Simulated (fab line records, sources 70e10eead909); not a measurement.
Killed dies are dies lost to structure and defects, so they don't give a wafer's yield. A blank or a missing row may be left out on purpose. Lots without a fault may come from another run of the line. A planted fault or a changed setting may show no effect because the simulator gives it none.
fab line records | flow nand_harc
record lots=10 wafers=30 last_day=24
route steps=1159 shown A_ONON_D1@433 A_CHANNEL_HOLE_D1@468 END@1159
lots that met no fault: from a run of the same line without faults
start_h: hours from the record's first day to the start of the lot's first wafer shown | wait_h: hours since the lot's step before | " the same as in the row above | L1.1+2: a row that stands for several wafers | - no value, or no start given | * or withheld: withheld | < > ~ a bound
route shown NAME@n: a module of which the file shows steps, and the number in the route of the first | usual: mean/standard deviation of fault-free wafers | same: alike in all rows | chamber/n: place in a boat | sites: the reading at each site | _std_site: their standard deviation | _edge_site: outer sites' mean less inner sites' | radius_mm: how far each site lies from the wafer's centre | mask NAME#n: copy n | behind: the tool/chamber that last shaped the wafer | hold: why the lot was held/for how many hours/how that ended | device: the transistor (n, p or np) that didn't switch | end of line: the same wafers' tests at the end of the route | a step without rows: its recipe alone | killed: dies lost to structure and defects at the first sort, not the wafer's yield | map: a wafer's dies, x killed, . not, _ none there
set.NAME: the setting as run; set.NAME@STEP: as run at that earlier step | model.NAME: the simulator's own value behind a step, which no gauge read
steps of the route over a sample of lots; a table a step, a row a wafer
services: from which hour (start_h, from the record's first day; less than 0 if before it) a tool's chamber was out of use, for how many hours, and why
## steps
# step NHARC_A_ONON_D1_THK_MEAS_14
# recipe thk_meas_gauge=ellipsometry
# usual thk_nm=998/8
# columns lot.wafer tool chamber start_h wait_h thk_nm
L541.3 film_metro-01 - 193.75 - 997
L541.4 " - " " 1000
L541.5 " - " " 996
L540.2 film_metro-02 - 193.80 - 991
L540.5 " - " " 995
L540.6 " - " " 993
L543.1 film_metro-02 - 207.81 - 1011
L543.5 " - " " 1010
L543.6 " - " " 1010
L542.2 film_metro-01 - 207.83 - 985
L542.5 " - " " 985
L542.6 " - " " 987
L547.1 film_metro-02 - 238.68 - 989
L547.2 " - " " 988
L547.3 " - " " 988
L546.4 film_metro-01 - 238.83 - 999
L546.5 " - " " 1000
L546.6 " - " " 999
L553.2 film_metro-02 - 273.94 - 1001
L553.5 " - " " 999
L553.6 " - " " 1000
L556.1 film_metro-01 - 293.07 - 1002
L556.2 " - " " 1004
L556.4 " - " " 1003
L557.2 film_metro-02 - 293.21 - 1003
L557.3 " - " " 1002
L557.4 " - " " 1004
L558.1 film_metro-02 - 302.59 - 1001
L558.4 " - " " 1001
L558.5 " - " " 1002
# step NHARC_A_CHANNEL_HOLE_D1_ETCH_34
# recipe target_depth_a=1540 time_s=77 cf4_flow_sccm=100 chf3_flow_sccm=30 ar_flow_sccm=0 rf_w=500 bias_w=200 chemistry=CF4/CHF3
# usual bias_w=200.0/0.64 cf4_flow_sccm=99.98/0.3 drypump_motor_current_A=5.7/0.49 mfc_ar_sccm=0.005/0.01 oes_product_au=0.943/0.024 rf_vpp_V=370.5/2.3 showerhead_plenum_p_Torr=1.57/0.062 throttle_valve_pct=16.802/0.0086
# columns lot.wafer tool chamber start_h wait_h bias_w cf4_flow_sccm drypump_motor_current_A mfc_ar_sccm oes_product_au rf_hours_counter_h rf_vpp_V showerhead_plenum_p_Torr throttle_valve_pct
L541.4 rie_diel-09 1 - - 199.8 99.96 6.1 0 0.926 10 375.3 1.67 16.814
L541.3 " 2 " " 199.5 99.72 6.0 0 0.937 9 371.0 1.55 16.800
L541.5 " 2 " " 199.8 99.66 6.0 0 0.943 - 369.8 1.55 16.808
L540.2 rie_diel-10 1 - - 199.9 100.03 6.3 0 0.981 2 371.4 1.61 16.795
L540.5 " 2 " " 199.7 100.72 4.7 0.016 0.959 - 371.6 1.63 16.778
L540.6 " 3 " " 200.1 99.97 5.5 0 0.959 - 368.5 1.49 16.792
L543.1 rie_diel-11 0 - - 200.6 99.83 5.9 0 0.980 1 373.8 1.63 16.814
L543.5 " 2 " " 200.5 99.94 5.1 0.039 0.962 - 366.5 1.47 16.795
L543.6 " 3 " " 200.9 99.58 5.4 0 0.958 - 372.1 1.63 16.809
L542.2 rie_diel-09 1 - - 200.1 100.19 6.1 0 0.982 11 373.5 1.67 16.801
L542.6 " 3 " " 200.0 100.36 5.4 0.008 0.966 - 371.0 1.59 16.805
L542.5 " 0 " " 200.3 99.86 6.4 0 0.987 - 370.8 1.59 16.795
L546.4 rie_diel-11 0 - - 199.6 100.86 5.9 0 0.925 5 371.0 1.63 16.816
L546.5 " 0 " " 199.8 100.41 5.9 0 0.924 - 373.8 1.63 16.792
L546.6 " 1 " " 200.3 99.84 5.8 0 0.914 - 368.6 1.54 16.810
L547.2 rie_diel-10 0 - - 199.9 100.52 5.9 0 0.931 3 367.1 1.50 16.815
L547.3 " 2 " " 199.4 100.39 4.7 0.016 0.934 3 373.0 1.63 16.814
L547.1 " 3 " " 199.4 99.85 5.6 0 0.924 3 368.3 1.49 16.808
L553.2 rie_diel-10 2 - - 199.4 99.47 4.7 0.016 0.921 6 372.6 1.63 16.796
L553.6 " 1 " " 200.6 100.05 6.3 0 0.918 - 371.6 1.61 16.805
L553.5 " 2 " " 200.1 99.70 4.7 0.016 0.917 - 371.6 1.63 16.803
L556.1 rie_diel-10 3 - - 200.6 99.68 5.5 0 0.932 6 368.6 1.49 16.806
L556.2 " 1 " " 199.3 99.67 6.4 0 0.926 8 372.4 1.61 16.804
L556.4 " 2 " " 200.0 99.64 4.7 0.016 0.928 7 371.3 1.63 16.805
L557.4 rie_diel-11 0 - - 199.6 99.99 5.9 0 0.934 9 372.6 1.63 16.796
L557.3 " 1 " " 199.2 100.03 5.8 0 0.923 8 369.1 1.54 16.796
L557.2 " 2 " " 200.3 100.01 5.1 0.039 0.921 8 366.4 1.47 16.806
L558.4 rie_diel-10 1 - - 199.7 100.22 6.3 0 0.920 9 370.3 1.61 16.804
L558.1 " 2 " " 200.6 100.08 4.7 0.016 0.929 8 372.7 1.63 16.805
L558.5 " 0 " " 200.8 99.98 5.9 0 0.929 - 369.8 1.50 16.783
# step NHARC_A_CHANNEL_HOLE_D1_ETCH_24
# recipe bias_v=5000 source_w=withheld pressure_mtorr=20 time_s=906.2 ar_flow_sccm=375 c4f8_flow_sccm=93.8 o2_flow_sccm=31.2 temp_c=-20 target_depth_a=15000 chemistry=C4F8/O2/Ar
# usual c4f8_flow_sccm=93.8/0.32 chamber_pressure_mTorr=19.998/0.017 drypump_motor_current_A=5.4/0.48 mfc_ar_sccm=374.8/1.2 showerhead_plenum_p_Torr=3.70/0.14 throttle_valve_pct=32.235/0.0097
# columns lot.wafer tool chamber start_h wait_h c4f8_flow_sccm chamber_pressure_mTorr drypump_motor_current_A mfc_ar_sccm rf_hours_counter_h showerhead_plenum_p_Torr throttle_valve_pct
L541.3 har_etch-01 1 210.03 0.6 93.4 19.989 5.6 374.6 - 3.57 32.231
L541.4 " 0 " " 93.2 19.976 6.2 376.0 - 3.55 32.227
L541.5 " 1 " " 93.5 20.011 5.5 376.4 - 3.57 32.233
L540.2 har_etch-02 0 210.05 0.6 93.7 20.013 4.9 375.7 121 3.80 32.223
L540.6 " 0 " " 94.3 19.981 4.9 374.7 - 3.80 32.240
L540.5 " 1 " " 93.7 19.997 5.2 373.6 - 3.86 32.211
L543.1 har_etch-01 1 224.72 0.6 93.4 19.988 5.5 374.7 207 3.56 32.245
L543.5 " 1 " " 93.4 19.989 5.6 377.1 - 3.56 32.248
L543.6 " 0 " " 93.9 20.007 6.2 374.2 - 3.55 32.218
L542.2 har_etch-02 0 225.18 0.6 93.6 20.018 4.9 374.2 127 3.80 32.247
L542.5 " 1 " " 94.0 20.030 5.2 374.8 - 3.86 32.246
L542.6 " 0 " " 93.7 19.986 4.9 374.9 - 3.80 32.235
L546.4 har_etch-01 0 255.10 0.6 94.3 19.995 6.2 375.8 - 3.54 32.239
L546.5 " 1 " " 94.0 19.998 5.6 373.8 - 3.56 32.232
L546.6 " 0 " " 93.5 19.991 6.2 374.5 - 3.54 32.246
L547.2 har_etch-02 0 255.51 0.6 94.3 20.017 4.9 373.9 140 3.79 32.230
L547.1 " 1 " " 93.6 20.028 5.2 375.4 140 3.85 32.238
L547.3 " 0 " " 94.4 20.007 4.9 373.3 - 3.79 32.243
L553.2 har_etch-02 0 293.26 0.6 - - - - - - -
L553.5 " 1 " " - - - - - - -
L553.6 " 0 " " - - - - - - -
L556.2 har_etch-02 1 312.31 0.6 - - - - - - -
L556.1 " 0 " " - - - - - - -
L556.4 " 0 " " - - - - - - -
L557.2 har_etch-02 1 316.47 0.6 - - - - - - -
L557.4 " 1 " " - - - - - - -
L557.3 " 0 " " - - - - - - -
L558.1 har_etch-01 1 324.13 0.6 93.8 19.987 5.5 374.1 2 3.54 32.221
L558.4 " 1 " " 94.1 20.000 5.5 372.5 - 3.54 32.246
L558.5 " 0 " " 94.0 19.987 6.2 374.4 - 3.53 32.238
# step NHARC_A_CHANNEL_HOLE_D1_STRIP_27
# recipe o2_flow_sccm=500 ar_flow_sccm=0 bias_w=0 chemistry=O2
# usual drypump_motor_current_A=5.8/0.46 mfc_ar_sccm=0.004/0.011 oes_product_au=1.003/0.0074 rf_vpp_V=57.9/0.89 showerhead_plenum_p_Torr=3.55/0.13 throttle_valve_pct=17.036/0.0091
# same bias_w=0
# columns lot.wafer tool chamber start_h wait_h drypump_motor_current_A mfc_ar_sccm oes_product_au rf_hours_counter_h rf_vpp_V showerhead_plenum_p_Torr throttle_valve_pct
L541.3 rie_diel-10 0 - - 5.9 0 1.004 1 56.5 3.36 17.034
L541.4 " 1 " " 6.4 0 1.008 2 57.5 3.61 17.016
L541.5 " 0 " " 5.9 0 1.004 - 57.5 3.36 17.031
L540.2 rie_diel-09 0 - - 6.5 0 1.011 11 58.5 3.58 17.025
L540.5 " 2 " " 6.1 0 1.003 - 56.4 3.47 17.021
L540.6 " 3 " " 5.4 0.008 1.009 - 56.5 3.56 17.020
L543.1 rie_diel-11 0 - - 5.9 0 0.997 1 58.1 3.66 17.035
L543.5 " 3 " " 5.4 0 1.005 - 57.6 3.66 17.034
L543.6 " 0 " " 5.9 0 1.005 - 58.5 3.66 17.035
L542.2 rie_diel-09 3 - - 5.4 0.008 1.013 10 58.0 3.56 17.036
L542.5 " 2 " " 6.0 0 1.008 - 57.8 3.47 17.041
L542.6 " 3 " " 5.4 0.008 1.007 - 57.6 3.56 17.056
L546.4 rie_diel-11 3 - - 5.4 0 0.994 6 56.9 3.66 17.021
L546.6 " 2 " " 5.1 0.039 0.995 - 58.5 3.30 17.031
L546.5 " 3 " " 5.4 0 0.993 - 58.1 3.66 17.023
L547.3 rie_diel-10 1 - - 6.4 0 1.003 5 58.9 3.61 17.039
L547.1 " 2 " " 4.7 0.016 0.999 4 57.9 3.65 17.019
L547.2 " 3 " " 5.5 0 1.006 4 55.8 3.34 17.037
L553.2 rie_diel-09 3 - - 5.4 0.008 1.011 3 57.6 3.56 17.037
L553.6 " 3 " " 5.4 0.008 1.002 - 58.2 3.56 17.026
L553.5 " 0 " " 6.5 0 1.006 - 58.3 3.57 17.041
L556.1 rie_diel-09 1 - - 6.1 0 1.005 4 56.7 3.75 17.043
L556.4 " 2 " " 6.0 0 1.019 3 59.7 3.47 17.039
L556.2 " 3 " " 5.4 0.008 1.002 4 57.4 3.56 17.026
L557.3 rie_diel-10 1 - - 6.4 0 0.998 9 59.3 3.60 17.046
L557.2 " 2 " " 4.8 0.016 0.998 9 57.7 3.65 17.032
L557.4 " 3 " " 5.6 0 0.985 8 56.8 3.34 17.050
L558.4 rie_diel-11 1 - - 5.8 0 0.998 9 58.7 3.44 17.022
L558.1 " 2 " " 5.2 0.039 1.000 10 57.1 3.29 17.033
L558.5 " 1 " " 5.8 0 1.007 - 57.7 3.44 17.032
# step NHARC_A_CHANNEL_HOLE_D1_CD_MEAS_30
# usual cd_nm=90.2/0.87
# columns lot.wafer tool chamber start_h wait_h cd_nm
L541.3 cd_sem-02 - 213.17 - 90.5
L541.4 " - " " 90.5
L541.5 " - " " 89.4
L540.2 cd_sem-03 - 213.47 - 90.6
L540.5 " - " " 89.9
L540.6 " - " " 91.0
L543.1 cd_sem-01 - 228.12 - 90.5
L543.5 " - " " 90.8
L543.6 " - " " 90.6
L542.2 cd_sem-02 - 228.44 - 90.4
L542.5 " - " " 90.8
L542.6 " - " " 90.7
L546.4 cd_sem-02 - 258.12 - 89.1
L546.5 " - " " 89.4
L546.6 " - " " 88.5
L547.1 cd_sem-01 - 258.92 - 89.0
L547.2 " - " " 88.9
L547.3 " - " " 88.5
L553.2 cd_sem-03 - 297.30 - 1.6
L553.5 " - " " -0.4
L553.6 " - " " 0.3
L556.1 cd_sem-01 - 315.71 - 0.7
L556.2 " - " " 0.1
L556.4 " - " " 0.6
L557.2 cd_sem-03 - 319.83 - 0.5
L557.3 " - " " 0.3
L557.4 " - " " 0.2
L558.1 cd_sem-03 - 327.58 - 91.6
L558.4 " - " " 91.7
L558.5 " - " " 91.3
# step NHARC_A_CHANNEL_HOLE_D1_XSEM_31
# recipe landing_energy_ev=35000
# usual bot_cd_nm=74.8/0.98 bow_nm=8.63/0.26 tilt_deg=0.09/0.042
# columns lot.wafer tool chamber start_h wait_h bot_cd_nm bow_nm tilt_deg
L541.3 xsem-02 0 213.26 0.1 74.7 8.37 0.10
L541.4 " 0 " " 75.2 8.43 0.09
L541.5 " 0 " " 73.7 8.34 0.09
L540.2 xsem-01 0 213.56 0.1 75.1 8.66 0.04
L540.5 " 0 " " 74.6 8.58 0.04
L540.6 " 0 " " 75.7 8.64 0.04
L543.1 xsem-02 0 228.22 0.1 74.5 9.03 0.09
L543.5 " 0 " " 74.6 9.03 0.09
L543.6 " 0 " " 74.8 9.04 0.09
L542.2 xsem-01 0 228.53 0.1 75.9 8.97 0.10
L542.5 " 0 " " 75.7 8.90 0.10
L542.6 " 0 " " 75.3 8.88 0.10
L546.4 xsem-02 0 258.22 0.1 74.1 8.61 0.06
L546.5 " 0 " " 73.6 8.55 0.06
L546.6 " 0 " " 72.5 8.59 0.06
L547.1 xsem-01 0 259.02 0.1 74.4 8.73 0.10
L547.2 " 0 " " 74.0 8.77 0.10
L547.3 " 0 " " 73.5 8.72 0.10
L553.2 xsem-02 0 297.39 0.1 2.1 0.36 0.11
L553.5 " 0 " " 0.4 0.36 0.11
L553.6 " 0 " " 0.9 0.35 0.11
L556.1 xsem-01 0 315.80 0.1 0.8 0.91 0.09
L556.2 " 0 " " 0.9 0.92 0.09
L556.4 " 0 " " 1.3 0.92 0.09
L557.2 xsem-02 0 319.93 0.1 1.1 0.23 0.16
L557.3 " 0 " " 1.0 0.22 0.16
L557.4 " 0 " " 1.4 0.23 0.16
L558.1 xsem-02 0 327.67 0.1 76.6 8.76 0.12
L558.4 " 0 " " 76.1 8.81 0.12
L558.5 " 0 " " 76.1 8.72 0.12
# step NHARC_END_SORT_01
# recipe temp_c=25
# usual killed_at_array=26/8.6 killed_at_other=0.7/0.97 killed_at_periphery=3.2/2.2 killed_dies=30/8.9 killed_open=3.1/1.8 killed_short=2.2/1.8
# same gross_dies=677
# columns lot.wafer tool chamber start_h wait_h killed_at_array killed_at_other killed_at_periphery killed_dies killed_open killed_short
L553.2 prober-02 0 564.61 2.8 676 0 1 677 3 1
L553.5 prober-02 0 567.02 3.7 672 1 4 677 2 2
L553.6 prober-02 0 567.82 4.0 673 1 3 677 2 4
L556.1 prober-01 0 567.68 2.5 671 0 6 677 5 0
L556.2 prober-01 0 568.48 2.8 675 1 1 677 2 1
L556.4 prober-01 0 570.08 3.4 675 0 2 677 3 5
L557.2 prober-02 0 572.43 2.8 676 0 1 677 5 0
L557.3 prober-02 0 573.24 3.1 672 0 5 677 4 1
L557.4 prober-02 0 574.04 3.4 676 0 1 677 2 3
# killed by level:class
L553.2 A_CHANNEL_HOLE_D1:area_etch=647 A_CHANNEL_HOLE_D1:chamber_film_flake=7 A_SGD_CUT:chamber_film_flake=7 A_CONTACT:chamber_film_flake=7 A_SLIT:chamber_film_flake=2 A_WL_FILL:chamber_film_flake=2 A_CHANNEL_FILL_D1:geometric_particle:open=1 A_WL_FILL:geometric_particle:short=1
L553.5 A_CHANNEL_HOLE_D1:area_etch=651 A_SGD_CUT:chamber_film_flake=7 A_CHANNEL_HOLE_D1:chamber_film_flake=5 A_CONTACT:chamber_film_flake=4 A_SLIT:chamber_film_flake=3 P_M0:geometric_particle:open=1 P_M1:geometric_particle:short=1 A_CHANNEL_HOLE_D1:geometric_particle:open=1
L556.1 A_CHANNEL_HOLE_D1:area_etch=655 A_CONTACT:chamber_film_flake=6 P_M0:chamber_film_flake=4 A_CHANNEL_HOLE_D1:chamber_film_flake=4 A_ONON_D1:geometric_particle:open=2 P_GATE:geometric_particle:open=1 P_M1:geometric_particle:open=1 A_BLC:geometric_particle:open=1
L553.6 A_CHANNEL_HOLE_D1:area_etch=652 A_SGD_CUT:chamber_film_flake=5 A_SLIT:chamber_film_flake=5 A_CHANNEL_HOLE_D1:chamber_film_flake=4 A_WL_FILL:geometric_particle:short=2 P_GATE:chamber_film_flake=2 P_M1:geometric_particle:short=1 A_CHANNEL_FILL_D1:geometric_particle:short=1
L556.2 A_CHANNEL_HOLE_D1:area_etch=652 A_CHANNEL_HOLE_D1:chamber_film_flake=8 A_M0:chamber_film_flake=4 A_CONTACT:chamber_film_flake=3 A_ZERO_WELL:chamber_film_flake=2 A_CHANNEL_FILL_D1:geometric_particle:short=1 A_BLC:geometric_particle:open=1 A_M0:geometric_particle:open=1
L556.4 A_CHANNEL_HOLE_D1:area_etch=657 A_CHANNEL_FILL_D1:geometric_particle:short=2 A_WL_FILL:chamber_film_flake=2 A_CHANNEL_HOLE_D1:chamber_film_flake=2 A_STAIRCASE:chamber_film_flake=2 A_M0:chamber_film_flake=2 P_M0:geometric_particle:open=1 A_ONON_D1:geometric_particle:short=1
L557.2 A_CHANNEL_HOLE_D1:area_etch=659 A_CHANNEL_HOLE_D1:chamber_film_flake=4 A_WL_FILL:chamber_film_flake=4 A_CONTACT:geometric_particle:open=2 A_SGD_CUT:chamber_film_flake=2 A_CHANNEL_FILL_D1:geometric_particle:open=1 A_SGD_CUT:geometric_particle:open=1 P_GATE:chamber_film_flake=1
L557.3 A_CHANNEL_HOLE_D1:area_etch=652 A_CHANNEL_HOLE_D1:chamber_film_flake=11 A_CHANNEL_FILL_D1:geometric_particle:open=2 P_GATE:chamber_film_flake=2 P_M0:chamber_film_flake=2 A_WL_FILL:chamber_film_flake=2 P_CONTACT:geometric_particle:open=1 A_WL_FILL:geometric_particle:short=1
L557.4 A_CHANNEL_HOLE_D1:area_etch=657 A_CHANNEL_HOLE_D1:chamber_film_flake=7 A_WL_FILL:chamber_film_flake=4 A_STAIRCASE:chamber_film_flake=2 A_CHANNEL_FILL_D1:geometric_particle:short=1 A_CONTACT:geometric_particle:short=1 A_CONTACT:geometric_particle:open=1 A_BLC:geometric_particle:open=1
## services
# columns tool chamber start_h hours kind
rie_diel-10 0 185.50 - clean
rie_diel-10 1 185.50 - clean
rie_diel-10 2 185.50 - clean
rie_diel-10 3 185.50 - clean
rie_diel-11 - 189.50 9.0 pm
xsem-02 - 191.12 4.5 repair
rie_diel-09 3 192.06 8.1 repair
rie_diel-10 0 210.00 - clean
rie_diel-10 1 210.00 - clean
rie_diel-10 2 210.00 - clean
rie_diel-10 3 210.00 - clean
rie_diel-10 0 234.50 - clean
rie_diel-10 1 234.50 - clean
rie_diel-10 2 234.50 - clean
rie_diel-10 3 234.50 - clean
rie_diel-09 - 254.28 9.0 pm
rie_diel-10 0 259.05 - clean
rie_diel-10 1 259.05 - clean
rie_diel-10 2 259.05 - clean
rie_diel-10 3 259.05 - clean
rie_diel-10 3 284.25 9.0 repair
xsem-02 - 302.00 14.0 pm
har_etch-01 - 305.00 17.0 pm
rie_diel-10 3 326.37 5.8 repair
## key
first_sign step=NHARC_A_CHANNEL_HOLE_D1_ETCH_24 reading=tool_record direction=missing
effect step=NHARC_A_CHANNEL_HOLE_D1_CD_MEAS_30 reading=cd_nm direction=down sigmas=99+ usual=90.2 struck=0.4
effect step=NHARC_A_CHANNEL_HOLE_D1_XSEM_31 reading=bot_cd_nm direction=down sigmas=75 usual=74.8 struck=1.1
effect step=NHARC_END_SORT_01 reading=killed_at_array direction=up sigmas=75 usual=26 struck=674
more_kills_born_at NHARC_A_CHANNEL_HOLE_D1_ETCH_24@har_etch-02=5882
met_at NHARC_A_CHANNEL_HOLE_D1_ETCH_24
struck_lots L553,L556,L557
later_rows_left_out L553.2,L553.5,L553.6,L556.1,L556.2,L556.4,L557.2,L557.3,L557.4
tester_left_out L553,L556,L557
not_acting_at NHARC_A_ONON_D1_THK_MEAS_14,NHARC_A_CHANNEL_HOLE_D1_ETCH_34,NHARC_A_CHANNEL_HOLE_D1_STRIP_27
onset_between 255.51 293.26
fault kind=skipped_step_whole tool=har_etch-02 chamber=- onset_h=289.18 steps=NHARC_A_CHANNEL_HOLE_D1_ETCH_24 scope=struck_lots_only
# tester_left_out: of these lots the tester's yield and bins aren't shown, on N5 and GAA mostly nor the transistor test; their killed dies are dies lost to structure and defects alone, not to doping, threshold or leakage, so they don't give the yield
# later_rows_left_out: the simulator's readings of these wafers behind a module that went badly wrong aren't trusted and aren't shown, but for the sort
